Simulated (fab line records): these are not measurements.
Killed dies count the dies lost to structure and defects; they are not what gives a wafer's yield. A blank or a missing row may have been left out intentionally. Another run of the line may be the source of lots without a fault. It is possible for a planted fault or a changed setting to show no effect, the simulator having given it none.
Which of the tools did it? | flow n5_finfet | 30 wafers from 11 lots sampled at 4 of the route's 1938 steps

## WHAT THE GAUGES SHOWED, per wafer
The record lacks any reading of a measuring or inspecting step that a usual standard deviation could be used to judge.

## WHICH TOOL RAN EACH LOT (tool, then ch and the chambers of the sampled wafers, then the start)
lot  | N5_PMOS_HMC_CHANNEL_EPI_STRIP_33  | N5_FIN_SAQP_ETCH_51               | N5_FIN_SAQP_SPACER1_ETCHBACK_25   | N5_FIN_SAQP_MANDREL_ETCH_58
L388 | rie_diel-06 ch 0,1, day 1 17:22   | rie_diel-01 ch 0,2,3, day 1 22:15 | rie_diel-01 ch 2,3, day 2 00:02   | rie_si-05 ch 0,2,3, day 2 00:26
L391 | rie_diel-06 ch 1,2, day 2 11:20   | rie_diel-03 ch 0,1,2, day 2 15:36 | rie_diel-01 ch 1,3, day 2 17:26   | rie_si-04 ch 0,2,3, day 2 17:49
L392 | rie_diel-06 ch 0,2, day 2 17:38   | rie_diel-01 ch 0,2,3, day 2 21:56 | rie_diel-01 ch 0,2,3, day 2 23:43 | rie_si-04 ch 0,1,3, day 3 00:07
L394 | rie_diel-02 ch 0,2, day 3 05:55   | rie_diel-04 ch 1,2, day 3 10:11   | rie_diel-01 ch 2,3, day 3 11:57   | rie_si-05 ch 1,2, day 3 12:20
L395 | rie_diel-06 ch 2,3, day 3 12:08   | rie_diel-01 ch 2,3, day 3 16:25   | rie_diel-04 ch 0,3, day 3 18:11   | rie_si-04 ch 0,1,3, day 3 18:35
L397 | rie_diel-02 ch 2,3, day 4 00:02   | rie_diel-04 ch 1,2,3, day 4 04:33 | rie_diel-04 ch 1,2,3, day 4 06:19 | rie_si-05 ch 0,1, day 4 06:43
L402 | rie_diel-02 ch 1,2, day 5 05:49   | rie_diel-03 ch 2,3, day 5 11:34   | rie_diel-03 ch 0,1,2, day 5 13:23 | rie_si-04 ch 1,3, day 5 13:46
L405 | rie_diel-02 ch 0,2,3, day 5 23:43 | rie_diel-01 ch 1,2,3, day 6 03:47 | rie_diel-03 ch 0,1,3, day 6 05:34 | rie_si-03 ch 0,1,2, day 6 05:56
L409 | rie_diel-05 ch 1,3, day 6 23:57   | rie_diel-01 ch 0,3, day 7 04:07   | rie_diel-03 ch 1,2, day 7 05:53   | rie_si-03 ch 2,3, day 7 06:16
L410 | rie_diel-02 ch 1, day 7 06:23     | rie_diel-01 ch 1,2, day 7 10:44   | rie_diel-04 ch 2,3, day 7 14:26   | rie_si-04 ch 0, day 7 14:56
L411 | rie_diel-02 ch 1,2, day 7 15:43   | rie_diel-01 ch 1,2, day 7 19:43   | rie_diel-03 ch 1,2, day 7 21:29   | rie_si-04 ch 2,3, day 7 21:53
- N5_PMOS_HMC_CHANNEL_EPI_STRIP_33: strips in N2/H2.
- N5_FIN_SAQP_ETCH_51: etches SiARC in CF4, target depth 45.5 nm, time 75.8 s.
- N5_FIN_SAQP_SPACER1_ETCHBACK_25: etches SiO2 in CHF3/O2, target depth 24.4 nm, time 12.2 s.
- N5_FIN_SAQP_MANDREL_ETCH_58: etches a-Si in HBr/Cl2, stops on SiNx, target depth 45 nm, bt time 10 s, time 27 s.

## WHAT THE TOOLS THEMSELVES READ (means of the sampled wafers that have a number; where no wafer has one, the mark that the record gives instead)
N5_PMOS_HMC_CHANNEL_EPI_STRIP_33.
lot  | tool        | drypump_motor_current_A (A) | oes_product_au (a.u.) | power_w (W) | rf_vpp_V (V) | showerhead_plenum_p_Torr (Torr) | throttle_valve_pct (%)
L388 | rie_diel-06 | 5.9                         | 0.77                  | 499.9       | 54.5         | 3.33                            | 18.90
L391 | rie_diel-06 | 6.1                         | 0.78                  | 500.6       | 54.8         | 3.31                            | 18.88
L392 | rie_diel-06 | 6.5                         | 0.73                  | 500.8       | 56.1         | 3.33                            | 18.99
L394 | rie_diel-02 | 5.9                         | 0.86                  | 500.3       | 55.8         | 3.41                            | 18.43
L395 | rie_diel-06 | 6.3                         | 0.75                  | 500.5       | 53.3         | 3.30                            | 18.96
L397 | rie_diel-02 | 5.2                         | 0.88                  | 499.5       | 54.1         | 3.33                            | 18.62
L402 | rie_diel-02 | 6.2                         | 0.89                  | 500.7       | 55.5         | 3.47                            | 18.90
L405 | rie_diel-02 | 5.5                         | 0.85                  | 498.4       | 54.6         | 3.36                            | 18.54
L409 | rie_diel-05 | 5.9                         | 0.76                  | 499.4       | 54.8         | 3.43                            | 18.34
L410 | rie_diel-02 | 6.4                         | 0.92                  | 499.9       | 54.6         | 3.57                            | 19.05
L411 | rie_diel-02 | 6.2                         | 0.88                  | 500.6       | 54.0         | 3.49                            | 18.95

N5_FIN_SAQP_ETCH_51.
lot  | tool        | drypump_motor_current_A (A) | etch_rf_on_time_s (s) | oes_product_au (a.u.) | rf_vpp_V (V) | showerhead_plenum_p_Torr (Torr) | throttle_valve_pct (%)
L388 | rie_diel-01 | 5.8                         | 77.4                  | 0.64                  | 183.8        | 2.11                            | 15.71
L391 | rie_diel-03 | 5.7                         | 75.6                  | 0.69                  | 184.3        | 2.15                            | 15.58
L392 | rie_diel-01 | 5.7                         | 76.6                  | 0.64                  | 183.8        | 2.10                            | 15.73
L394 | rie_diel-04 | 5.4                         | 76.2                  | 0.64                  | 183.7        | 2.07                            | 15.52
L395 | rie_diel-01 | 6.0                         | 76.6                  | 0.58                  | 182.8        | 2.08                            | 15.94
L397 | rie_diel-04 | 5.7                         | 76.7                  | 0.63                  | 183.4        | 2.08                            | 15.63
L402 | rie_diel-03 | 5.1                         | 76.4                  | 0.63                  | 183.3        | 2.11                            | 15.77
L405 | rie_diel-01 | 5.6                         | 74.7                  | 0.80                  | 184.4        | 2.22                            | 15.46
L409 | rie_diel-01 | 6.0                         | 53.8                  | 0.91                  | 184.1        | 2.13                            | 15.50
L410 | rie_diel-01 | 5.2                         | 65.0                  | 0.86                  | 185.6        | 2.28                            | 15.44
L411 | rie_diel-01 | 5.2                         | 63.5                  | 0.88                  | 184.8        | 2.27                            | 15.45

N5_FIN_SAQP_SPACER1_ETCHBACK_25.
lot  | tool        | drypump_motor_current_A (A) | oes_product_au (a.u.) | rf_vpp_V (V) | showerhead_plenum_p_Torr (Torr) | throttle_valve_pct (%)
L388 | rie_diel-01 | 6.0                         | 0.69                  | 519          | 2.35                            | 19.17
L391 | rie_diel-01 | 5.9                         | 0.69                  | 521          | 2.35                            | 19.22
L392 | rie_diel-01 | 5.8                         | 0.74                  | 521          | 2.37                            | 19.00
L394 | rie_diel-01 | 5.6                         | 0.68                  | 519          | 2.31                            | 19.13
L395 | rie_diel-04 | 5.6                         | 0.89                  | 530          | 2.35                            | 18.87
L397 | rie_diel-04 | 5.7                         | 0.74                  | 519          | 2.34                            | 18.90
L402 | rie_diel-03 | 5.8                         | 0.78                  | 525          | 2.41                            | 18.88
L405 | rie_diel-03 | 5.6                         | 0.77                  | 526          | 2.47                            | 18.94
L409 | rie_diel-03 | 5.9                         | 0.81                  | 524          | 2.43                            | 18.93
L410 | rie_diel-04 | 6.0                         | 0.75                  | 518          | 2.36                            | 18.95
L411 | rie_diel-03 | 5.9                         | 0.80                  | 524          | 2.42                            | 18.93

N5_FIN_SAQP_MANDREL_ETCH_58.
lot  | tool      | drypump_motor_current_A (A) | oes_product_au (a.u.) | throttle_valve_pct (%)
L388 | rie_si-05 | 5.4                         | 0.695                 | 35.76
L391 | rie_si-04 | 5.6                         | 0.695                 | 35.48
L392 | rie_si-04 | 5.8                         | 0.700                 | 35.48
L394 | rie_si-05 | 5.5                         | 0.697                 | 35.71
L395 | rie_si-04 | 5.8                         | 0.693                 | 35.48
L397 | rie_si-05 | 5.4                         | 0.701                 | 35.77
L402 | rie_si-04 | 5.8                         | 0.694                 | 35.46
L405 | rie_si-03 | 5.6                         | 0.696                 | 35.47
L409 | rie_si-03 | 5.4                         | 0.696                 | 35.16
L410 | rie_si-04 | 5.9                         | 0.696                 | 35.55
L411 | rie_si-04 | 5.5                         | 0.691                 | 35.46

## THE ANSWER, worked out from the rows above alone
Rule: usual is defined by the lots themselves. Put in order of their means at a reading, lots are off if they are a third of the lots or fewer, leave a main group of 4 or more, and stand apart from it by a gap of 3 or more times the standard deviation of the main group's means; of several such gaps the widest counts. Not used: any main group whose means are identical at the precision the tables above print for the reading. A lot without any number at a reading at which 4 lots or more have one is off too. The other lots that the step has rows for count as sound. The gauges are gone through in route order, then the tools' own readings, and for those a lot's mean is taken as printed above. At the first step where some lot is off, the reading lying furthest off is the one used; lots without a number count as furthest.
Off: L409, L410, L411, at N5_FIN_SAQP_ETCH_51 (etch_rf_on_time_s). Main group: mean 76.3 s, sd 0.76.
If a tool, at that step or one of the process steps before it, ran each lot that is off and ran no sound lot following the first of them, it fits. One candidate fits, namely rie_diel-01 at N5_FIN_SAQP_ETCH_51. A fault onset in the window from L405 (day 6 03:47, its last sound lot) to L409 (day 7 04:07, its first lot off) fits.
The tool's own readings at N5_FIN_SAQP_ETCH_51 bear it out: on the lots that are off they differ by more than 5 times the standard deviation of the sound lots' means. etch_rf_on_time_s reads 60.8 s there against 76.3 s on the sound lots.

## WHAT THE SIMULATOR HAD INSERTED
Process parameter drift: rie_diel-01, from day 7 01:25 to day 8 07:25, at N5_FIN_SAQP_ETCH_51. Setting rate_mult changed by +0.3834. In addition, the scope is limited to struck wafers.
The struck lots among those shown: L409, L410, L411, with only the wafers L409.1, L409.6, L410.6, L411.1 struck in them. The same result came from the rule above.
